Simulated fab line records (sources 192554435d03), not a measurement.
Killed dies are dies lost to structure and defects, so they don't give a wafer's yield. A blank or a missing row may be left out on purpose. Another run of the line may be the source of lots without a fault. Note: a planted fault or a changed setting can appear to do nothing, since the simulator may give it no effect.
fab line records	flow n5-finfet
[record] lots = 12	wafers = 32	last-day = 16
route steps=1938 shown BEOL_M4@1081 TV_OPEN@1889 PASSIVATION@1906
lots that met no fault: from a run of the same line without faults
start-h: hours from the record's first day to the start of the lot's first wafer shown	wait-h: hours from the lot's prior step to this one	" as in the row above	L1.1+2: several wafers, shown together as one row	- either no value or no given start	* or withheld: withheld	< > ~ a bound
route shown NAME@n: names a module that has steps shown in the file, with the first one's number in the route	usual: mean/standard deviation taken from wafers without a fault	same: alike in all rows	chamber/n: place in a boat	sites: the reading at each site	_std_site: the standard deviation of these	_edge_site: the outer-site mean with the inner-site mean subtracted	radius-mm: for every site, how far away it sits from the centre of the wafer	mask NAME#n: copy n	behind: the last tool/chamber to shape the wafer	hold: why the lot went on hold/how many hours it stayed there/how the hold came to an end	device: which transistor (n, p or np) failed to switch	end of line: tests run on the same wafers once the route is complete	a step given without rows: its recipe and nothing more	killed: dies that structure and defects cost at the first sort, which is not the same as the wafer's yield	map: the dies of a wafer, with x for killed, . for not killed, _ for no die there
set.NAME: the setting that was run; set.NAME@STEP: the one run at that earlier step	model.NAME: the simulator's own value behind a step, which no gauge read
a sample of lots followed through the steps of the route, with each step as a table and each wafer as a row
services: a tool's chamber out of use, with start hour (start-h, from the record's first day; less than 0 if before it), hours out, and reason
[[steps]]
[step N5_BEOL_M4_ALD_84]
[recipe] material = TaN	target-thk-a = *	temp-c = 275	ald-precursor-family = PDMAT	ald-co-reactant = NH3	pressure-torr = 3	carrier-flow-sccm = 1500	pulse-time-s = 2	purge-time-s = 3	co-reactant-purge-time-s = 2	co-reactant-pulse-time-s = 3	ald-cycles = 30	precursor-vessel-temp-c = 75	precursor-vessel-pressure-torr = 26.25	precursor-vessel-carrier-sccm = 1000
[usual] heater-power-w = 414/47	mfc-carrier-sccm = 1499/4.4	precursor-vessel-carrier-sccm = 1000.4/3
lot.wafer	tool	chamber	start-h	wait-h	heater-power-w	mfc-carrier-sccm	precursor-vessel-carrier-sccm
L135.2	ald-metal-03	2	177.33	0.0	427	1498	1000.9
L135.4	"	2	"	"	418	1499	1001.7
L135.6	"	0	"	"	478	1494	997.2
L134.3	ald-metal-04	2	177.39	0.1	380	1507	998.0
L134.4	"	0	"	"	450	1499	1002.3
L132.1	ald-metal-03	0	182.10	0.0	476	1497	995.0
L132.3	"	2	"	"	417	1503	995.4
L132.5	"	2	"	"	419	1500	1001.1
L137.1	ald-metal-02	2	191.54	0.1	426	1505	1005.3
L137.5	"	2	"	"	444	1508	1002.6
L136.4	ald-metal-03	1	194.19	0.1	357	1507	998.2
L136.5	"	2	"	"	410	1497	995.4
L136.6	"	0	"	"	465	1496	998.3
L139.1	ald-metal-04	2	201.96	0.0	384	1501	999.4
L139.4	"	1	"	"	368	1499	997.3
L139.5	"	2	"	"	385	1502	1003.8
L140.2	ald-metal-03	0	215.05	0.1	456	1497	996.8
L140.4	"	3	"	"	424	1504	997.4
L141.1	ald-metal-03	0	220.91	0.0	477	1508	999.2
L141.3	"	2	"	"	407	1490	999.3
L141.4	"	1	"	"	359	1498	1008.0
L145.1	ald-metal-03	1	245.56	0.0	354	1494	997.2
L145.5	"	0	"	"	477	1499	996.6
L145.6	"	1	"	"	349	1499	1000.7
L147.2	ald-metal-02	3	254.76	0.3	402	1493	997.1
L147.6	"	1	"	"	329	1508	1001.8
L148.2	ald-metal-03	1	268.44	0.1	360	1493	1003.9
L148.3	"	3	"	"	440	1509	1004.8
L148.5	"	1	"	"	356	1499	1001.3
L150.2	ald-metal-04	2	274.11	0.0	377	1498	997.8
L150.4	"	1	"	"	376	1495	1002.0
L150.5	"	2	"	"	388	1499	997.8
[step N5_PASSIVATION_STRIP_14]
[recipe] chemistry = O2	power-w = 600	temp-c = 60	pressure-mtorr = 30	rf-frequency-hz = 6e+07	bias-power-w = 0	overash-fraction = 0.5	o2-flow-sccm = 225
[usual] drypump-motor-current-A = 6.0/0.58	oes-product-au = 0.76/0.062	rf-vpp-V = 3.6/0.88	showerhead-plenum-p-Torr = 2.09/0.063	throttle-valve-pct = 16.65/0.22
[same] bias-power-w = 0
lot.wafer	tool	chamber	start-h	wait-h	drypump-motor-current-A	oes-product-au	rf-hours-counter-h	rf-vpp-V	showerhead-plenum-p-Torr	throttle-valve-pct
L135.2	rie-diel-04	0	272.96	0.1	6.1	0.72	201	3.8	2.15	16.77
L135.4	"	3	"	"	6.7	0.78	160	5.0	2.02	16.54
L135.6	"	0	"	"	6.1	0.71	-	1.9	2.15	16.72
L134.3	rie-diel-01	2	276.95	0.1	6.8	0.75	151	3.4	2.02	16.36
L134.4	"	3	"	"	6.3	0.71	210	3.4	2.09	16.57
L132.1	rie-diel-01	1	282.01	0.1	6.3	0.83	75	3.3	2.12	16.79
L132.3	"	3	"	"	6.2	0.71	211	4.4	2.09	16.59
L132.5	"	2	"	"	6.8	0.76	-	2.6	2.02	16.40
L137.1	rie-diel-01	1	288.15	0.1	6.3	0.82	79	4.7	2.12	16.78
L137.5	"	1	"	"	6.4	0.83	-	3.3	2.12	16.77
L136.4	rie-diel-04	3	294.97	0.1	6.7	0.78	170	3.8	2.02	16.56
L136.5	"	1	"	"	5.0	0.83	-	3.4	2.16	16.85
L136.6	"	2	"	"	5.8	0.73	-	4.7	2.01	16.69
L139.1	rie-diel-01	3	298.73	0.1	6.3	0.72	217	3.6	2.09	16.60
L139.4	"	0	"	"	5.1	0.85	75	2.0	2.05	16.45
L139.5	"	2	"	"	6.8	0.77	-	3.5	2.01	16.38
L140.2	rie-diel-02	1	308.20	0.1	5.4	0.72	196	4.0	2.05	16.49
L140.4	"	2	"	"	6.2	0.85	54	4.6	2.22	16.48
L141.1	rie-diel-01	2	325.27	0.1	6.8	0.75	166	3.2	2.01	16.38
L141.3	"	3	"	"	6.3	0.70	224	2.4	2.09	16.62
L141.4	"	1	"	"	6.3	0.83	89	2.7	2.11	16.80
L145.1	rie-diel-02	2	342.62	0.1	6.2	0.82	65	2.6	2.21	16.50
L145.5	"	1	"	"	5.3	0.72	-	3.9	2.05	16.55
L145.6	"	2	"	"	6.3	0.82	-	2.5	2.21	16.46
L147.2	rie-diel-01	2	352.20	0.1	6.8	0.75	174	4.2	2.01	16.41
L147.6	"	0	"	"	5.1	0.83	-	3.3	2.04	16.47
L148.2	rie-diel-01	0	365.28	0.1	5.1	0.82	95	3.0	2.04	16.48
L148.3	"	3	"	"	6.3	0.68	236	3.4	2.08	16.59
L148.5	"	3	"	"	6.3	0.69	-	2.8	2.08	16.63
L150.2	rie-diel-02	1	367.29	0.1	5.4	0.70	218	3.2	2.04	16.56
L150.4	"	2	"	"	6.2	0.80	-	4.6	2.21	16.51
L150.5	"	3	"	"	6.0	0.68	-	4.2	2.09	17.25
[step N5_PASSIVATION_OVL_MEAS_63]
[recipe] points-per-wafer = 44
[usual] PAD_OVL = 1/5.1
lot.wafer	tool	chamber	start-h	wait-h	PAD_OVL[nm]
L135.2	overlay-02	0	274.28	0.0	8
L135.4	"	0	"	"	0
L135.6	"	0	"	"	3
L134.3	overlay-01	0	278.31	0.0	2
L134.4	"	0	"	"	6
L132.1	overlay-02	0	284.00	0.0	8
L132.3	"	0	"	"	2
L132.5	"	0	"	"	4
L137.1	overlay-02	0	289.34	0.0	3
L137.5	"	0	"	"	-1
L136.4	overlay-02	0	296.10	0.0	-1
L136.5	"	0	"	"	1
L136.6	"	0	"	"	1
L139.1	overlay-01	0	299.76	0.0	3
L139.4	"	0	"	"	-2
L139.5	"	0	"	"	6
L140.2	overlay-02	0	309.54	0.0	1
L140.4	"	0	"	"	-1
L141.1	overlay-02	0	326.22	0.0	11
L141.3	"	0	"	"	10
L141.4	"	0	"	"	-2
L145.1	overlay-02	0	346.09	0.0	-1
L145.5	"	0	"	"	-1
L145.6	"	0	"	"	2
L147.2	overlay-01	0	353.71	0.0	-4
L147.6	"	0	"	"	-2
L148.2	overlay-01	0	367.13	0.0	5
L148.3	"	0	"	"	0
L148.5	"	0	"	"	-1
L150.2	overlay-01	0	368.35	0.0	-1
L150.4	"	0	"	"	-1
L150.5	"	0	"	"	0
[step N5_PASSIVATION_AL_ETCH_33]
[recipe] chemistry = Cl2/BCl3	target-depth-a = 28000	over-etch-frac = 0.15	Cl2_flow_sccm = 180	bcl3-flow-sccm = 60	target = Al	stop-on = TaN	time-s = 466.7	ion-energy-ev = 100	pressure-mtorr = 10	icp-w = 900	bias-w = 100
[usual] drypump-motor-current-A = 5.84/0.2	oes-product-au = 0.69/0.033	throttle-valve-pct = 34.5/0.57
lot.wafer	tool	chamber	start-h	wait-h	drypump-motor-current-A	oes-product-au	rf-hours-counter-h	throttle-valve-pct
L135.2	rie-metal-02	1	274.43	0.1	5.86	0.70	39	35.4
L135.4	"	0	"	"	5.98	0.76	-	34.1
L135.6	"	0	"	"	6.03	0.78	-	34.0
L134.3	rie-metal-03	1	278.87	0.2	5.84	0.72	-	34.5
L134.4	"	0	"	"	5.83	0.67	-	33.9
L132.1	rie-metal-03	0	284.15	0.1	5.83	0.67	62	33.9
L132.3	"	1	"	"	5.84	0.69	-	34.6
L132.5	"	0	"	"	5.82	0.68	-	33.8
L137.1	rie-metal-03	1	289.52	0.1	5.83	0.71	46	34.5
L137.5	"	1	"	"	5.85	0.70	-	34.5
L136.4	rie-metal-03	1	296.62	0.2	5.84	0.70	-	34.5
L136.5	"	0	"	"	5.78	0.66	-	33.9
L136.6	"	1	"	"	5.85	0.71	-	34.5
L139.1	rie-metal-02	1	299.91	0.1	5.90	0.70	42	35.4
L139.4	"	1	"	"	5.91	0.69	-	35.5
L139.5	"	0	"	"	6.03	0.75	-	34.0
L140.2	rie-metal-03	1	309.85	0.1	5.81	0.71	49	34.5
L140.4	"	1	"	"	5.81	0.70	-	34.5
L141.1	rie-metal-01	0	326.36	0.1	5.98	0.68	49	33.8
L141.3	"	0	"	"	5.98	0.69	-	33.8
L141.4	"	1	"	"	5.23	0.64	-	34.6
L145.1	rie-metal-02	1	346.24	0.1	5.89	0.69	46	35.4
L145.5	"	1	"	"	5.91	0.69	-	35.5
L145.6	"	0	"	"	6.02	0.73	-	34.1
L147.2	rie-metal-02	1	353.88	0.1	5.87	0.68	47	35.5
L147.6	"	1	"	"	5.85	0.68	-	35.4
L148.2	rie-metal-02	0	367.44	0.1	6.00	0.73	26	34.1
L148.3	"	0	"	"	6.02	0.73	-	34.1
L148.5	"	1	"	"	5.83	0.68	-	35.5
L150.2	rie-metal-03	1	368.50	0.1	5.84	0.68	56	34.5
L150.4	"	1	"	"	5.83	0.68	-	34.5
L150.5	"	0	"	"	5.81	0.67	-	33.8
[step N5_PASSIVATION_PROBE_49]
[usual] defect-limited-yield = 91.3/1.4	killed_at_M0_to_M3 = 32/9.5	killed_at_M4_up = 14/5.2	killed-at-contacts = 13/5.7	killed-at-front-end = 41/12	killed-at-other = 3.5/2.6	killed-dies = 103/17	killed-open = 68/14	killed-short = 32/7	sort_bin_4_leakage = 0.01/0.051	sort_bin_5_function = 5.0/0.91	sort_bin_6_memory = 3.3/0.7	sort_bin_8_speed = 0.03/0.22	sort-n-pass = 1076/17	sort-yield-pct = 91.2/1.4
[same] gross-dies = 1180	killed-at-back-side = 0
lot.wafer	tool	chamber	start-h	wait-h	defect-limited-yield[%]	killed_at_M0_to_M3	killed_at_M4_up	killed-at-contacts	killed-at-front-end	killed-at-other	killed-dies	killed-open	killed-short	sort_bin_4_leakage[%]	sort_bin_5_function[%]	sort_bin_6_memory[%]	sort_bin_8_speed[%]	sort-n-pass	sort-yield-pct[%]
L140.2	prober-01	-	314.67	0.1	92.4	27	10	21	28	4	90	57	33	0	4.7	2.9	0	1090	92.4
L140.4	prober-01	-	314.77	0.2	90.3	34	16	19	42	4	115	76	38	0	5.4	3.7	0	1065	90.3
L141.1	prober-02	-	331.25	0.0	90.5	25	12	12	58	5	112	69	42	0.51	4.7	4.2	0	1062	90.0
L141.3	prober-02	-	331.35	0.1	90.7	27	14	19	48	2	110	67	33	0	4.7	3.4	0	1070	90.7
L141.4	prober-02	-	331.40	0.2	90.4	40	15	5	44	9	113	82	30	0	5.3	4.2	0	1067	90.4
L145.1	prober-01	-	355.51	0.0	83.9	25	111	4	48	2	190	48	30	0	10.3	3.8	0	990	83.9
L145.5	prober-01	-	355.71	0.2	87.6	38	64	3	39	2	146	50	32	0	6.7	3.3	0	1034	87.6
L145.6	prober-01	-	355.76	0.3	84.7	22	106	12	39	2	181	51	28	0	10.1	4.0	0	999	84.7
L147.2	prober-01	-	358.78	0.1	93.0	28	11	16	27	1	83	57	26	0	4.0	2.9	0	1097	93.0
L147.6	prober-01	-	358.98	0.3	92.5	21	17	15	34	2	89	56	33	0	4.4	2.9	0	1091	92.5
L148.2	prober-02	-	372.36	0.1	79.8	56	115	11	55	1	238	96	34	0	12.5	5.3	0	942	79.8
L148.3	prober-02	-	372.41	0.2	89.0	30	62	8	30	0	130	53	25	0	7.0	3.0	0	1050	89.0
L148.5	prober-02	-	372.51	0.3	81.5	32	116	6	64	0	218	75	36	0	12.1	5.3	0	962	81.5
L150.2	prober-01	-	373.24	0.1	91.1	30	9	6	53	7	105	70	34	0	5.8	3.0	0	1075	91.1
L150.4	prober-01	-	373.34	0.2	90.4	52	12	6	41	2	113	74	36	0	4.6	4.1	0	1067	90.4
L150.5	prober-01	-	373.39	0.2	92.7	30	7	17	30	2	86	56	29	0	3.6	3.5	0	1094	92.7
// killed by level:class
L140.2 MOL_CONTACT_COAG:geometric-particle:open=18 FIN_SAQP:geometric-particle:short=12 BEOL_M0_SAQP:geometric-particle:open=5 BEOL_M2:geometric-particle:open=5 BEOL_M4:geometric-particle:open=5 FIN_SAQP:geometric-particle:open=4 BEOL_M0:geometric-particle:open=4 BEOL_M1:geometric-particle:open=4
L140.4 MOL_CONTACT_COAG:geometric-particle:open=15 FIN_SAQP:geometric-particle:open=14 BEOL_M3:geometric-particle:open=11 BEOL_M4:geometric-particle:open=8 GATE_CUT:geometric-particle:open=5 GATE_CUT:geometric-particle:short=5 BEOL_M0_SAQP:geometric-particle:open=5 BEOL_M1:geometric-particle:short=5
L141.1 FIN_SAQP:geometric-particle:short=22 FIN_SAQP:geometric-particle:open=16 MOL_CONTACT_COAG:geometric-particle:open=11 BEOL_M4:geometric-particle:open=10 BEOL_M0_SAQP:geometric-particle:short=5 BEOL_M0_SAQP:geometric-particle:open=5 BEOL_M2:geometric-particle:open=5 STI_FIN_REVEAL:geometric-particle:open=4
L141.3 MOL_CONTACT_COAG:geometric-particle:open=17 BEOL_M4:geometric-particle:open=9 HKMG_FIN:area-etch=8 FIN_SAQP:geometric-particle:short=6 FIN_SAQP:geometric-particle:open=6 BEOL_M1:geometric-particle:open=6 BEOL_M3:geometric-particle:open=5 STI_FIN_REVEAL:geometric-particle:open=4
L141.4 FIN_SAQP:geometric-particle:open=27 BEOL_M0_SAQP:geometric-particle:short=13 BEOL_M0_SAQP:geometric-particle:open=10 BEOL_M1:geometric-particle:open=7 MOL_CONTACT_COAG:geometric-particle:open=5 BEOL_M4:geometric-particle:open=5 FIN_SAQP:geometric-particle:short=4 BEOL_M2:geometric-particle:open=4
L145.1 BEOL_M4:unspecified=103 FIN_SAQP:geometric-particle:short=11 HKMG_FIN:area-etch=8 FIN_SAQP:geometric-particle:open=7 STI_FIN_REVEAL:geometric-particle:open=7 BEOL_M0_SAQP:geometric-particle:open=6 BEOL_M3:geometric-particle:open=6 DUMMY_GATE:geometric-particle:open=4
L145.5 BEOL_M4:unspecified=50 HKMG_FIN:area-etch=13 BEOL_M3:geometric-particle:open=9 BEOL_M2:geometric-particle:open=8 BEOL_M0_SAQP:geometric-particle:open=7 BEOL_M4:geometric-particle:open=6 BEOL_M0_SAQP:geometric-particle:short=5 FIN_SAQP:geometric-particle:short=4
L145.6 BEOL_M4:unspecified=99 FIN_SAQP:geometric-particle:short=13 FIN_SAQP:geometric-particle:open=11 MOL_CONTACT_COAG:geometric-particle:open=9 DUMMY_GATE:geometric-particle:open=5 BEOL_M2:geometric-particle:open=5 GATE_CUT:geometric-particle:short=3 MOL_CONTACT_COAG:geometric-particle:short=3
L147.2 MOL_CONTACT_COAG:geometric-particle:open=13 FIN_SAQP:geometric-particle:open=6 BEOL_M1:geometric-particle:open=6 BEOL_M4:geometric-particle:open=5 ILD0:geometric-particle:open=5 BEOL_M3:geometric-particle:open=5 FIN_SAQP:geometric-particle:short=4 BEOL_M0_SAQP:geometric-particle:short=4
L147.6 MOL_CONTACT_COAG:geometric-particle:open=13 BEOL_M0_SAQP:geometric-particle:short=6 BEOL_M4:geometric-particle:short=6 FIN_SAQP:geometric-particle:open=5 FIN_SAQP:geometric-particle:short=4 STI_FIN_REVEAL:geometric-particle:open=4 DUMMY_GATE:geometric-particle:short=4 DUMMY_GATE:geometric-particle:open=3
L148.2 BEOL_M4:unspecified=100 BEOL_M0_SAQP:geometric-particle:open=22 FIN_SAQP:geometric-particle:open=16 BEOL_M0_SAQP:geometric-particle:short=16 STI_FIN_REVEAL:geometric-particle:open=14 MOL_CONTACT_COAG:geometric-particle:open=11 HKMG_FIN:area-etch=8 BEOL_M1:geometric-particle:open=5
L148.3 BEOL_M4:unspecified=51 STI_FIN_REVEAL:geometric-particle:open=8 BEOL_M1:geometric-particle:open=8 MOL_CONTACT_COAG:geometric-particle:open=5 BEOL_M3:geometric-particle:open=5 STARTING-WAFER:geometric-particle:open=5 FIN_SAQP:geometric-particle:short=4 BEOL_M3:geometric-particle:short=4
L148.5 BEOL_M4:unspecified=107 STI_FIN_REVEAL:geometric-particle:open=31 BEOL_M0_SAQP:geometric-particle:open=9 BEOL_M0_SAQP:geometric-particle:short=7 STI_FIN_REVEAL:geometric-particle:short=5 GATE_CUT:geometric-particle:short=5 BEOL_M0:geometric-particle:open=5 MOL_CONTACT_COAG:geometric-particle:short=4
L150.2 FIN_SAQP:geometric-particle:open=21 FIN_SAQP:geometric-particle:short=11 STI_FIN_REVEAL:geometric-particle:open=10 BEOL_M0_SAQP:geometric-particle:open=8 BEOL_M0_SAQP:geometric-particle:short=6 MOL_CONTACT_COAG:geometric-particle:open=5 BEOL_M1:geometric-particle:open=5 BEOL_M2:geometric-particle:short=3
L150.4 BEOL_M0_SAQP:geometric-particle:open=13 FIN_SAQP:geometric-particle:open=10 BEOL_M3:geometric-particle:open=8 BEOL_M0_SAQP:geometric-particle:short=7 BEOL_M1:geometric-particle:open=7 STARTING-WAFER:geometric-particle:short=7 STI_FIN_REVEAL:geometric-particle:open=6 BEOL_M2:geometric-particle:open=6
L150.5 MOL_CONTACT_COAG:geometric-particle:open=12 DUMMY_GATE:geometric-particle:open=10 BEOL_M3:geometric-particle:open=10 BEOL_M0_SAQP:geometric-particle:short=7 FIN_SAQP:geometric-particle:short=5 FIN_SAQP:geometric-particle:open=5 MOL_CONTACT_COAG:geometric-particle:short=5 BEOL_M0:geometric-particle:open=5
[[services]]
tool	chamber	start-h	hours	kind
rie-diel-02	1	156.55	15.9	repair
rie-metal-03	-	160.87	28.1	pm
rie-diel-01	3	165.35	3.0	repair
ald-metal-03	3	169.81	26.9	repair
rie-diel-02	0	172.64	-	clean
rie-diel-02	0	172.64	-	consumable-replace:focus-ring
rie-diel-02	0	172.64	14.3	scheduled-down
rie-diel-02	0	172.64	14.3	vent-cycle
rie-diel-01	2	220.07	16.1	repair
rie-metal-01	-	225.67	1.5	repair
ald-metal-02	3	264.59	6.8	repair
rie-diel-02	0	264.59	16.2	repair
rie-diel-02	-	271.50	14.6	pm
ald-metal-02	-	274.12	2.8	pm
rie-metal-01	-	281.69	1.1	repair
rie-diel-04	1	310.45	4.1	repair
rie-metal-03	0	323.04	36.5	repair
ald-metal-02	1	330.69	2.0	repair
ald-metal-02	-	337.25	14.0	pm
ald-metal-04	3	337.57	26.2	repair
ald-metal-04	-	340.15	6.0	pm
rie-metal-02	-	355.62	2.8	pm
rie-diel-04	0	360.64	2.0	repair
rie-diel-02	0	361.79	5.2	repair
[[key]]
[first-sign] step = N5_PASSIVATION_PROBE_49	reading = killed_at_M4_up	direction = up	sigmas = 16	usual = 14	struck = 96
[effect] step = N5_PASSIVATION_PROBE_49	reading = defect-limited-yield	direction = down	sigmas = 4.8	usual = 91.3	struck = 84.4
[more-kills-born-at] N5_BEOL_M4_ALD_84@ald-metal-03 = 510
met-at N5_BEOL_M4_ALD_84
struck-lots L145,L148
[baseline-loss] step = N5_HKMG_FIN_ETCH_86	wafers = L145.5
not-acting-at N5_PASSIVATION_STRIP_14,N5_PASSIVATION_OVL_MEAS_63,N5_PASSIVATION_AL_ETCH_33
onset-between 220.91 245.56
[fault] kind = chamber-particle-source	tool = ald-metal-03	chamber = -	onset-h = 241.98	steps = N5_BEOL_M4_ALD_84	rate-per-visit-cm2 = 0.46558	end-h = 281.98
// baseline-loss: these wafers lose ten dies or more at that step, a loss of the line's own and not of a fault; the sort's usual values leave them out
